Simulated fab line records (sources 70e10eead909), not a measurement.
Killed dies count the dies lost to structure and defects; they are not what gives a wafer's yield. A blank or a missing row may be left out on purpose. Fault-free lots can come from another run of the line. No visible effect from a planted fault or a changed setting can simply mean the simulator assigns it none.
fab line records | flow nand-harc
[record] lots = 11 | wafers = 33 | last-day = 34
route steps=1302 shown A_CONTACT@1058 THIN_TSV@1270 END@1301
lots untouched by any fault: they come from a run of this same line in which no faults occurred
start-h: start of the lot's first displayed wafer, in hours after the record's first day | wait-h: how many hours have passed since the lot's step before this one | " identical to the entry in the row above | L1.1+2: a row that stands for several wafers | - no value present, or no start provided | * or withheld: withheld | < > ~ a bound
route shown NAME@n: NAME is a module with steps in the file, n the number in the route of the first one | usual: the fault-free wafers' mean and standard deviation | same: alike in all rows | chamber/n: place in a boat | sites: readings site by site | _std_site: standard deviation of those values | _edge_site: mean of outer sites minus mean of inner sites | radius-mm: for every site, how far away it sits from the centre of the wafer | mask NAME#n: copy n | behind: tool/chamber where the wafer was last shaped | hold: what put the lot on hold/how long, in hours/how the hold closed | device: the transistor (n, p or np) that didn't switch | end of line: tests of these same wafers at the route's end | for a step that has no rows: nothing shown but its recipe | killed: not the wafer's yield, but the dies lost to structure and defects at the first sort | map: a wafer's dies, marking killed ones x, the rest . and places with no die _
set.NAME: the setting the step ran with; set.NAME@STEP: the setting that earlier step ran with | model.NAME: the simulator's own value behind a step, which no gauge read
the route's steps for a sample of lots (tables are steps, rows are wafers)
services: from which hour (start-h, from the record's first day; less than 0 if before it) a tool's chamber was out of use, for how many hours, and why
[[steps]]
[step NHARC_A_CONTACT_ETCH_97]
[recipe] target-depth-a = 200 | over-etch-frac = 0.5 | time-s = 10 | ion-energy-ev = 250 | c4f6-flow-sccm = 25 | o2-flow-sccm = 20 | ar-flow-sccm = 500 | rf-w = 600 | bias-w = 500 | chemistry = C4F6/O2
[usual] drypump-motor-current-A = 5.8/0.4 | oes-product-au = 0.953/0.028 | rf-vpp-V = 547/3.7 | showerhead-plenum-p-Torr = 3.91/0.18 | throttle-valve-pct = 26.903/0.0095
lot.wafer | tool        | chamber | start-h | wait-h | drypump-motor-current-A | oes-product-au | rf-hours-counter-h | rf-vpp-V | showerhead-plenum-p-Torr | throttle-valve-pct
L229.1    | rie-diel-05 | 0       | 519.05  | -      | 6.0                     | 0.962          | 20                 | 542      | 3.66                     | 26.899
L229.2    | "           | 1       | "       | "      | 6.2                     | 0.950          | 19                 | 550      | 4.09                     | 26.893
L229.5    | "           | 3       | "       | "      | 5.8                     | 0.936          | -                  | 548      | 3.99                     | 26.906
L231.3    | rie-diel-02 | 0       | 548.66  | 0.1    | 5.8                     | 1.005          | 49                 | 551      | 4.16                     | 26.900
L231.4    | "           | 3       | "       | "      | 6.0                     | 1.004          | -                  | 544      | 3.78                     | 26.913
L231.5    | "           | 0       | "       | "      | 5.8                     | 1.010          | -                  | 552      | 4.16                     | 26.899
L233.4    | rie-diel-05 | 2       | 559.39  | -      | 5.8                     | 0.953          | 27                 | 544      | 3.83                     | 26.894
L233.1    | "           | 3       | "       | "      | 5.7                     | 0.963          | 27                 | 549      | 3.99                     | 26.912
L233.2    | "           | 0       | "       | "      | 6.0                     | 0.948          | 26                 | 543      | 3.66                     | 26.914
L232.4    | rie-diel-12 | 3       | 572.68  | -      | 5.8                     | 0.981          | 41                 | 548      | 4.00                     | 26.890
L232.6    | "           | 3       | "       | "      | 5.7                     | 0.985          | -                  | 550      | 4.00                     | 26.920
L232.5    | "           | 0       | "       | "      | 4.9                     | 0.998          | -                  | 542      | 3.66                     | 26.892
L237.3    | rie-diel-02 | 0       | 595.37  | -      | 5.8                     | 0.940          | 5                  | 550      | 4.15                     | 26.917
L237.2    | "           | 1       | "       | "      | 5.0                     | 0.936          | 6                  | 552      | 4.19                     | 26.901
L237.6    | "           | 0       | "       | "      | 5.8                     | 0.947          | -                  | 551      | 4.15                     | 26.904
L239.1    | rie-diel-02 | 0       | 620.70  | -      | 5.8                     | 1.004          | 11                 | 553      | 4.15                     | 26.898
L239.3    | "           | 1       | "       | "      | 5.0                     | 0.994          | 12                 | 553      | 4.18                     | 26.894
L239.6    | "           | 3       | "       | "      | 5.9                     | 0.997          | -                  | 543      | 3.77                     | 26.900
L240.4    | rie-diel-05 | 2       | 628.88  | -      | 5.9                     | 0.939          | 5                  | 545      | 3.82                     | 26.921
L240.6    | "           | 3       | "       | "      | 5.8                     | 0.924          | -                  | 548      | 3.98                     | 26.888
L240.5    | "           | 0       | "       | "      | 6.0                     | 0.937          | -                  | 542      | 3.65                     | 26.908
L244.4    | rie-diel-05 | 0       | 676.97  | -      | 6.0                     | 0.933          | 15                 | 541      | 3.65                     | 26.909
L244.1    | "           | 3       | "       | "      | 5.8                     | 0.927          | 16                 | 547      | 3.98                     | 26.892
L244.5    | "           | 0       | "       | "      | 6.0                     | 0.938          | -                  | 542      | 3.65                     | 26.908
L250.1    | rie-diel-05 | 0       | 707.25  | -      | 6.0                     | 0.980          | 21                 | 541      | 3.64                     | 26.899
L250.3    | "           | 1       | "       | "      | 6.2                     | 0.979          | 22                 | 550      | 4.07                     | 26.906
L250.6    | "           | 1       | "       | "      | 6.2                     | 0.970          | -                  | 550      | 4.07                     | 26.912
L249.4    | rie-diel-05 | 2       | 713.42  | -      | 5.9                     | 0.951          | 22                 | 543      | 3.81                     | 26.892
L249.5    | "           | 1       | "       | "      | 6.2                     | 0.912          | -                  | 551      | 4.07                     | 26.891
L249.6    | "           | 2       | "       | "      | 5.9                     | 0.940          | -                  | 546      | 3.81                     | 26.909
L251.4    | rie-diel-05 | 1       | 742.74  | -      | 6.2                     | 0.916          | 29                 | 550      | 4.06                     | 26.909
L251.3    | "           | 2       | "       | "      | 5.9                     | 0.956          | 26                 | 546      | 3.81                     | 26.921
L251.5    | "           | 3       | "       | "      | 5.8                     | 0.936          | -                  | 549      | 3.97                     | 26.898
[step NHARC_THIN_TSV_DEGAS_49]
[recipe] temp-c = 300 | time-s = 120
[usual] heater-power-w = 442/41
lot.wafer | tool           | chamber | start-h | wait-h | heater-power-w
L229.2    | pvd-sputter-01 | -       | 559.41  | 0.1    | 456
L229.1    | "              | -       | "       | "      | 419
L229.5    | "              | -       | "       | "      | 448
L231.3    | pvd-sputter-01 | -       | 597.18  | 0.1    | 395
L231.4    | "              | -       | "       | "      | 448
L231.5    | "              | -       | "       | "      | 398
L233.2    | pvd-sputter-02 | -       | 607.38  | 0.2    | 456
L233.4    | "              | -       | "       | "      | 407
L233.1    | "              | -       | "       | "      | 387
L232.4    | pvd-sputter-01 | -       | 615.86  | 0.1    | 440
L232.5    | "              | -       | "       | "      | 385
L232.6    | "              | -       | "       | "      | 436
L237.2    | pvd-sputter-01 | -       | 636.44  | 0.1    | 467
L237.3    | "              | -       | "       | "      | 426
L237.6    | "              | -       | "       | "      | 467
L239.3    | pvd-sputter-03 | -       | 663.66  | 0.1    | 367
L239.1    | "              | -       | "       | "      | 432
L239.6    | "              | -       | "       | "      | 444
L240.4    | pvd-sputter-02 | -       | 669.64  | 0.1    | 487
L240.6    | "              | -       | "       | "      | 409
L240.5    | "              | -       | "       | "      | 388
L244.4    | pvd-sputter-02 | -       | 719.79  | 0.1    | 484
L244.1    | "              | -       | "       | "      | 416
L244.5    | "              | -       | "       | "      | 452
L250.3    | pvd-sputter-01 | -       | 751.72  | 0.1    | 468
L250.1    | "              | -       | "       | "      | 445
L250.6    | "              | -       | "       | "      | 429
L249.4    | pvd-sputter-03 | -       | 763.53  | 0.1    | 464
L249.5    | "              | -       | "       | "      | 458
L249.6    | "              | -       | "       | "      | 532
L251.4    | pvd-sputter-02 | -       | 789.79  | 0.1    | 405
L251.3    | "              | -       | "       | "      | 478
L251.5    | "              | -       | "       | "      | 399
[step NHARC_THIN_TSV_STRIP_56]
[recipe] power-w = 1500 | temp-c = 250 | chemistry = O2
[usual] drypump-motor-current-A = 6.0/0.39 | heater-power-w = 307/21
lot.wafer | tool            | chamber | start-h | wait-h | drypump-motor-current-A | heater-power-w | rf-hours-counter-h
L229.1    | plasma-asher-02 | 1       | 563.21  | 0.1    | 5.5                     | 346            | 27
L229.2    | "               | 0       | "       | "      | 6.1                     | 288            | 27
L229.5    | "               | 0       | "       | "      | 6.2                     | 295            | -
L231.3    | plasma-asher-01 | 0       | 600.96  | 0.2    | 6.5                     | 331            | -
L231.4    | "               | 1       | "       | "      | 5.7                     | 289            | -
L231.5    | "               | 0       | "       | "      | 6.5                     | 319            | -
L233.1    | plasma-asher-01 | 0       | 611.04  | 0.1    | 6.5                     | 318            | 18
L233.2    | "               | 1       | "       | "      | 5.7                     | 297            | 18
L233.4    | "               | 1       | "       | "      | 5.7                     | 294            | -
L232.4    | plasma-asher-01 | 0       | 619.85  | 0.2    | 6.5                     | 329            | -
L232.5    | "               | 1       | "       | "      | 5.6                     | 299            | -
L232.6    | "               | 0       | "       | "      | 6.5                     | 332            | -
L237.2    | plasma-asher-02 | 0       | 640.20  | 0.1    | 6.2                     | 290            | 6
L237.3    | "               | 0       | "       | "      | 6.2                     | 285            | -
L237.6    | "               | 0       | "       | "      | 6.2                     | 292            | -
L239.1    | plasma-asher-02 | 0       | 667.46  | 0.1    | 6.2                     | 288            | 11
L239.3    | "               | 1       | "       | "      | 5.6                     | 316            | -
L239.6    | "               | 0       | "       | "      | 6.2                     | 283            | -
L240.4    | plasma-asher-01 | 1       | 673.38  | 0.2    | 5.6                     | 296            | -
L240.6    | "               | 1       | "       | "      | 5.6                     | 291            | -
L240.5    | "               | 0       | "       | "      | 6.5                     | 327            | -
L244.1    | plasma-asher-02 | 1       | 723.63  | 0.1    | 5.6                     | 318            | 27
L244.4    | "               | 0       | "       | "      | 6.2                     | 287            | -
L244.5    | "               | 1       | "       | "      | 5.6                     | 314            | -
L250.1    | plasma-asher-01 | 1       | 755.67  | 0.1    | 5.7                     | 277            | 10
L250.3    | "               | 1       | "       | "      | 5.7                     | 280            | -
L250.6    | "               | 0       | "       | "      | 6.5                     | 345            | -
L249.4    | plasma-asher-02 | 1       | 767.46  | 0.2    | 5.6                     | 321            | -
L249.6    | "               | 0       | "       | "      | 6.2                     | 284            | -
L249.5    | "               | 1       | "       | "      | 5.6                     | 326            | -
L251.3    | plasma-asher-01 | 0       | 793.68  | 0.2    | 6.5                     | 347            | -
L251.4    | "               | 1       | "       | "      | 5.6                     | 277            | -
L251.5    | "               | 1       | "       | "      | 5.7                     | 280            | -
[step NHARC_END_WLT_00]
[usual] VT_DECK1_BOTTOM = 0.872/0.0076 | VT_DECK1_BOTTOM_INNER = 0.872/0.0072 | VT_DECK1_MEDIAN_NEAR_BOTTOM = 0.873/0.0077 | VT_DECK1_MEDIAN_NEAR_BOTTOM_INNER = 0.874/0.0076 | VT_DECK1_MIDDLE = 0.885/0.0068 | VT_DECK1_MIDDLE_INNER = 0.884/0.0071 | VT_DECK1_TOP = 0.896/0.008 | VT_DECK1_TOP_INNER = 0.895/0.0071 | VT_DECK2_BOTTOM = 0.871/0.0067 | VT_DECK2_BOTTOM_INNER = 0.872/0.0064 | VT_DECK2_MEDIAN_NEAR_BOTTOM = 0.873/0.0056 | VT_DECK2_MEDIAN_NEAR_BOTTOM_INNER = 0.872/0.0067 | VT_DECK2_MIDDLE = 0.884/0.0058 | VT_DECK2_MIDDLE_INNER = 0.885/0.0052 | VT_DECK2_TOP = 0.896/0.0059 | VT_DECK2_TOP_INNER = 0.896/0.0059
lot.wafer | tool      | chamber | start-h | wait-h | VT_DECK1_BOTTOM | VT_DECK1_BOTTOM_INNER | VT_DECK1_MEDIAN_NEAR_BOTTOM | VT_DECK1_MEDIAN_NEAR_BOTTOM_INNER | VT_DECK1_MIDDLE | VT_DECK1_MIDDLE_INNER | VT_DECK1_TOP | VT_DECK1_TOP_INNER | VT_DECK2_BOTTOM | VT_DECK2_BOTTOM_INNER | VT_DECK2_MEDIAN_NEAR_BOTTOM | VT_DECK2_MEDIAN_NEAR_BOTTOM_INNER | VT_DECK2_MIDDLE | VT_DECK2_MIDDLE_INNER | VT_DECK2_TOP | VT_DECK2_TOP_INNER
L229.1    | prober-01 | -       | 568.56  | 0.0    | 0.882           | 0.879                 | 0.884                       | 0.883                             | 0.889           | 0.893                 | 0.906        | 0.909              | 0.871           | 0.863                 | 0.866                       | 0.859                             | 0.882           | 0.880                 | 0.904        | 0.896
L229.2    | "         | -       | "       | "      | 0.875           | 0.876                 | 0.872                       | 0.882                             | 0.895           | 0.886                 | 0.908        | 0.908              | 0.874           | 0.872                 | 0.868                       | 0.866                             | 0.887           | 0.885                 | 0.896        | 0.901
L229.5    | "         | -       | 570.57  | 2.1    | 0.882           | 0.876                 | 0.883                       | 0.875                             | 0.892           | 0.889                 | 0.913        | 0.907              | 0.878           | 0.867                 | 0.861                       | 0.869                             | 0.890           | 0.885                 | 0.897        | 0.898
L231.3    | prober-01 | -       | 609.94  | 1.0    | 0.879           | 0.874                 | 0.869                       | 0.883                             | 0.883           | 0.891                 | 0.902        | 0.901              | 0.862           | 0.868                 | 0.882                       | 0.876                             | 0.877           | 0.883                 | 0.901        | 0.900
L231.4    | "         | -       | "       | "      | 0.887           | 0.879                 | 0.879                       | 0.880                             | 0.896           | 0.888                 | 0.905        | 0.907              | 0.858           | 0.868                 | 0.877                       | 0.870                             | 0.885           | 0.882                 | 0.900        | 0.894
L231.5    | "         | -       | "       | "      | 0.878           | 0.878                 | 0.886                       | 0.876                             | 0.896           | 0.889                 | 0.902        | 0.897              | 0.873           | 0.861                 | 0.872                       | 0.871                             | 0.885           | 0.882                 | 0.895        | 0.894
L233.1    | prober-02 | -       | 616.42  | 0.1    | 0.858           | 0.865                 | 0.860                       | 0.860                             | 0.872           | 0.871                 | 0.882        | 0.882              | 0.873           | 0.867                 | 0.869                       | 0.858                             | 0.877           | 0.875                 | 0.891        | 0.887
L233.2    | "         | -       | "       | "      | 0.851           | 0.866                 | 0.869                       | 0.863                             | 0.872           | 0.866                 | 0.881        | 0.878              | 0.866           | 0.866                 | 0.865                       | 0.863                             | 0.875           | 0.878                 | 0.888        | 0.884
L233.4    | "         | -       | "       | "      | 0.863           | 0.871                 | 0.862                       | 0.867                             | 0.866           | 0.871                 | 0.871        | 0.875              | 0.860           | 0.863                 | 0.866                       | 0.863                             | 0.874           | 0.883                 | 0.888        | 0.888
L232.4    | prober-01 | -       | 626.72  | 1.6    | 0.870           | 0.880                 | 0.872                       | 0.877                             | 0.887           | 0.888                 | 0.899        | 0.897              | 0.866           | 0.873                 | 0.872                       | 0.865                             | 0.881           | 0.881                 | 0.894        | 0.896
L232.5    | "         | -       | "       | "      | 0.871           | 0.875                 | 0.861                       | 0.879                             | 0.889           | 0.882                 | 0.896        | 0.901              | 0.875           | 0.867                 | 0.872                       | 0.874                             | 0.886           | 0.882                 | 0.900        | 0.901
L232.6    | "         | -       | "       | "      | 0.877           | 0.878                 | 0.880                       | 0.879                             | 0.887           | 0.882                 | 0.893        | 0.897              | 0.870           | 0.862                 | 0.871                       | 0.868                             | 0.883           | 0.885                 | 0.892        | 0.896
L237.2    | prober-02 | -       | 649.13  | 3.4    | 0.881           | 0.881                 | 0.879                       | 0.875                             | 0.894           | 0.885                 | 0.900        | 0.897              | 0.867           | 0.876                 | 0.870                       | 0.873                             | 0.883           | 0.885                 | 0.890        | 0.892
L237.3    | "         | -       | "       | "      | 0.876           | 0.880                 | 0.868                       | 0.871                             | 0.890           | 0.886                 | 0.897        | 0.906              | 0.866           | 0.876                 | 0.876                       | 0.875                             | 0.880           | 0.881                 | 0.895        | 0.890
L237.6    | "         | -       | 651.12  | 5.4    | 0.867           | 0.867                 | 0.863                       | 0.868                             | 0.893           | 0.895                 | 0.906        | 0.895              | 0.874           | 0.865                 | 0.870                       | 0.866                             | 0.872           | 0.886                 | 0.888        | 0.887
L239.1    | prober-02 | -       | 672.94  | 0.1    | 0.884           | 0.885                 | 0.880                       | 0.890                             | 0.894           | 0.893                 | 0.903        | 0.897              | 0.866           | 0.868                 | 0.868                       | 0.866                             | 0.875           | 0.876                 | 0.898        | 0.902
L239.3    | "         | -       | 673.95  | 1.1    | 0.878           | 0.879                 | 0.876                       | 0.882                             | 0.898           | 0.897                 | 0.902        | 0.906              | 0.861           | 0.870                 | 0.871                       | 0.872                             | 0.876           | 0.888                 | 0.890        | 0.893
L239.6    | "         | -       | 675.47  | 2.6    | 0.884           | 0.891                 | 0.886                       | 0.891                             | 0.896           | 0.897                 | 0.901        | 0.905              | 0.862           | 0.870                 | 0.876                       | 0.878                             | 0.871           | 0.884                 | 0.890        | 0.886
L240.4    | prober-01 | -       | 680.21  | 1.5    | 0.860           | 0.862                 | 0.860                       | 0.864                             | 0.878           | 0.879                 | 0.889        | 0.890              | 0.876           | 0.878                 | 0.876                       | 0.874                             | 0.888           | 0.884                 | 0.904        | 0.899
L240.5    | "         | -       | "       | "      | 0.875           | 0.873                 | 0.862                       | 0.872                             | 0.878           | 0.884                 | 0.891        | 0.886              | 0.876           | 0.876                 | 0.883                       | 0.883                             | 0.889           | 0.891                 | 0.896        | 0.899
L240.6    | "         | -       | "       | "      | 0.859           | 0.867                 | 0.872                       | 0.873                             | 0.886           | 0.878                 | 0.893        | 0.882              | 0.880           | 0.875                 | 0.874                       | 0.873                             | 0.883           | 0.882                 | 0.912        | 0.900
L244.1    | prober-01 | -       | 729.94  | 0.0    | 0.869           | 0.878                 | 0.876                       | 0.873                             | 0.882           | 0.885                 | 0.897        | 0.906              | 0.877           | 0.875                 | 0.876                       | 0.866                             | 0.890           | 0.883                 | 0.897        | 0.896
L244.4    | "         | -       | 731.43  | 1.5    | 0.873           | 0.867                 | 0.872                       | 0.874                             | 0.884           | 0.885                 | 0.895        | 0.899              | 0.862           | 0.868                 | 0.875                       | 0.876                             | 0.882           | 0.886                 | 0.896        | 0.892
L244.5    | "         | -       | "       | "      | 0.868           | 0.869                 | 0.880                       | 0.878                             | 0.882           | 0.887                 | 0.891        | 0.892              | 0.871           | 0.879                 | 0.876                       | 0.876                             | 0.883           | 0.885                 | 0.900        | 0.897
L250.1    | prober-01 | -       | 768.45  | 7.8    | 0.872           | 0.878                 | 0.871                       | 0.878                             | 0.880           | 0.887                 | 0.904        | 0.895              | 0.868           | 0.874                 | 0.882                       | 0.883                             | 0.885           | 0.885                 | 0.895        | 0.888
L250.3    | "         | -       | 769.45  | 8.8    | 0.864           | 0.865                 | 0.870                       | 0.867                             | 0.888           | 0.893                 | 0.893        | 0.899              | 0.870           | 0.873                 | 0.876                       | 0.869                             | 0.883           | 0.877                 | 0.891        | 0.894
L250.6    | "         | -       | 770.96  | 10.3   | 0.870           | 0.869                 | 0.865                       | 0.869                             | 0.886           | 0.884                 | 0.903        | 0.893              | 0.873           | 0.874                 | 0.873                       | 0.867                             | 0.884           | 0.876                 | 0.889        | 0.896
L249.4    | prober-02 | -       | 774.64  | 1.5    | 0.872           | 0.871                 | 0.886                       | 0.888                             | 0.886           | 0.889                 | 0.906        | 0.910              | 0.877           | 0.873                 | 0.879                       | 0.884                             | 0.890           | 0.886                 | 0.900        | 0.891
L249.5    | "         | -       | "       | "      | 0.876           | 0.878                 | 0.880                       | 0.879                             | 0.893           | 0.895                 | 0.906        | 0.896              | 0.879           | 0.886                 | 0.880                       | 0.882                             | 0.888           | 0.892                 | 0.898        | 0.898
L249.6    | "         | -       | "       | "      | 0.870           | 0.872                 | 0.878                       | 0.871                             | 0.893           | 0.885                 | 0.898        | 0.902              | 0.873           | 0.876                 | 0.874                       | 0.870                             | 0.887           | 0.883                 | 0.902        | 0.898
L251.3    | prober-01 | -       | 800.91  | 1.0    | 0.867           | 0.866                 | 0.869                       | 0.872                             | 0.883           | 0.888                 | 0.899        | 0.889              | 0.865           | 0.866                 | 0.870                       | 0.871                             | 0.882           | 0.882                 | 0.895        | 0.897
L251.4    | "         | -       | "       | "      | 0.872           | 0.885                 | 0.878                       | 0.880                             | 0.890           | 0.889                 | 0.898        | 0.885              | 0.866           | 0.879                 | 0.869                       | 0.883                             | 0.881           | 0.882                 | 0.892        | 0.898
L251.5    | "         | -       | "       | "      | 0.869           | 0.867                 | 0.869                       | 0.868                             | 0.885           | 0.878                 | 0.899        | 0.897              | 0.864           | 0.868                 | 0.872                       | 0.873                             | 0.874           | 0.886                 | 0.890        | 0.894
[step NHARC_END_SORT_01]
[recipe] temp-c = 25
[usual] killed-at-array = 53/18 | killed-at-other = 1.0/1.2 | killed-at-periphery = 3.6/2.4 | killed-dies = 58/18 | killed-open = 3.4/1.8 | killed-short = 2.3/1.5
[same] gross-dies = 677
lot.wafer | tool      | chamber | start-h | wait-h | killed-at-array | killed-at-other | killed-at-periphery | killed-dies | killed-open | killed-short
L249.4    | prober-02 | 0       | 778.54  | 3.4    | 167             | 4               | 4                   | 175         | 3           | 4
L249.5    | prober-02 | 0       | 779.34  | 3.7    | 115             | 2               | 6                   | 123         | 2           | 1
L249.6    | prober-02 | 0       | 780.15  | 4.0    | 154             | 2               | 1                   | 157         | 4           | 3
L251.3    | prober-01 | 0       | 804.48  | 3.1    | 153             | 0               | 3                   | 156         | 1           | 1
L251.4    | prober-01 | 0       | 805.27  | 3.4    | 139             | 0               | 0                   | 139         | 2           | 1
L251.5    | prober-01 | 0       | 806.07  | 3.7    | 117             | 0               | 5                   | 122         | 7           | 0
// killed by level:class
L249.4 A_CONTACT:unspecified=106 A_SLIT:chamber-film-flake=23 A_CHANNEL_HOLE_D1:chamber-film-flake=9 A_CONTACT:chamber-film-flake=8 THIN_TSV:chamber-film-flake=4 A_M1:chamber-film-flake=4 A_BONDPAD:chamber-film-flake=3 P_M2:chamber-film-flake=2
L249.5 A_CONTACT:unspecified=82 A_SLIT:chamber-film-flake=14 A_CONTACT:chamber-film-flake=6 A_CHANNEL_HOLE_D1:chamber-film-flake=4 P_GATE:chamber-film-flake=3 A_M1:chamber-film-flake=3 A_ZERO_WELL:chamber-film-flake=2 THIN_TSV:chamber-film-flake=2
L249.6 A_CONTACT:unspecified=101 A_SLIT:chamber-film-flake=24 A_CONTACT:chamber-film-flake=8 A_CHANNEL_HOLE_D1:chamber-film-flake=5 A_STAIRCASE:chamber-film-flake=4 A_CONTACT:geometric-particle:open=2 A_ZERO_WELL:chamber-film-flake=2 A_BLC:chamber-film-flake=2
L251.3 A_CONTACT:unspecified=108 A_SLIT:chamber-film-flake=17 A_CHANNEL_HOLE_D1:chamber-film-flake=12 A_CHANNEL_HOLE_D2:chamber-film-flake=11 P_STI:chamber-film-flake=2 A_ONON_D2:geometric-particle:short=1 A_CONTACT:geometric-particle:open=1 P_ZERO_WELL:chamber-film-flake=1
L251.4 A_CONTACT:unspecified=77 A_SLIT:chamber-film-flake=18 A_CHANNEL_HOLE_D1:chamber-film-flake=15 A_CHANNEL_HOLE_D2:chamber-film-flake=12 A_CONTACT:chamber-film-flake=5 A_BONDPAD:chamber-film-flake=4 A_STAIRCASE:chamber-film-flake=3 A_ONON_D1:geometric-particle:short=1
L251.5 A_CONTACT:unspecified=76 A_SLIT:chamber-film-flake=14 A_CONTACT:chamber-film-flake=8 A_CHANNEL_HOLE_D2:chamber-film-flake=5 A_CHANNEL_HOLE_D1:chamber-film-flake=4 P_M0:geometric-particle:open=2 A_BONDPAD:chamber-film-flake=2 P_CONTACT:geometric-particle:open=1
[[services]]
tool            | chamber | start-h | hours | kind
plasma-asher-01 | -       | 519.30  | 9.0   | pm
pvd-sputter-03  | -       | 526.00  | 10.0  | pm
rie-diel-02     | 2       | 547.77  | 7.8   | repair
plasma-asher-02 | -       | 567.53  | 2.5   | repair
pvd-sputter-03  | -       | 577.69  | 6.1   | repair
pvd-sputter-01  | -       | 582.04  | 10.0  | pm
rie-diel-05     | -       | 583.60  | 9.0   | pm
plasma-asher-02 | -       | 603.22  | 9.0   | pm
pvd-sputter-03  | -       | 615.17  | 1.0   | repair
pvd-sputter-02  | -       | 638.05  | 10.0  | pm
rie-diel-02     | 3       | 640.50  | 3.0   | repair
pvd-sputter-01  | -       | 661.44  | 2.3   | repair
pvd-sputter-02  | -       | 666.66  | 1.3   | repair
pvd-sputter-01  | -       | 677.00  | 13.4  | repair
plasma-asher-01 | -       | 696.30  | 9.0   | pm
pvd-sputter-03  | -       | 704.07  | 10.0  | pm
rie-diel-05     | 0       | 720.99  | 14.9  | repair
rie-diel-05     | 3       | 725.65  | 6.0   | repair
pvd-sputter-02  | -       | 729.17  | 2.0   | repair
rie-diel-02     | -       | 748.48  | 9.0   | pm
pvd-sputter-01  | -       | 760.04  | 10.0  | pm
rie-diel-05     | -       | 760.60  | 9.0   | pm
pvd-sputter-02  | -       | 774.60  | 4.9   | repair
plasma-asher-02 | -       | 780.22  | 9.0   | pm
[[key]]
[first-sign] step = NHARC_END_SORT_01 | reading = killed-at-array | direction = up | sigmas = 5 | usual = 53 | struck = 141
[effect] step = NHARC_END_SORT_01 | reading = killed-dies | direction = up | sigmas = 4.8 | usual = 58 | struck = 145
[more-kills-born-at] NHARC_A_CONTACT_ETCH_97@rie-diel-05 = 549
met-at NHARC_A_CONTACT_ETCH_97
struck-lots L249,L251
tester-left-out L249,L251
not-acting-at NHARC_THIN_TSV_DEGAS_49,NHARC_THIN_TSV_STRIP_56,NHARC_END_WLT_00
onset-between 707.25 713.42
also-fits time
[fault] kind = chamber-particle-source | tool = rie-diel-05 | chamber = - | onset-h = 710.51 | steps = NHARC_A_CONTACT_ETCH_97 | rate-per-visit-cm2 = 2.0167 | end-h = 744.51
// tester-left-out: of these lots the tester's yield and bins aren't shown, on N5 and GAA mostly nor the transistor test; their killed dies are dies lost to structure and defects alone, not to doping, threshold or leakage, so they don't give the yield
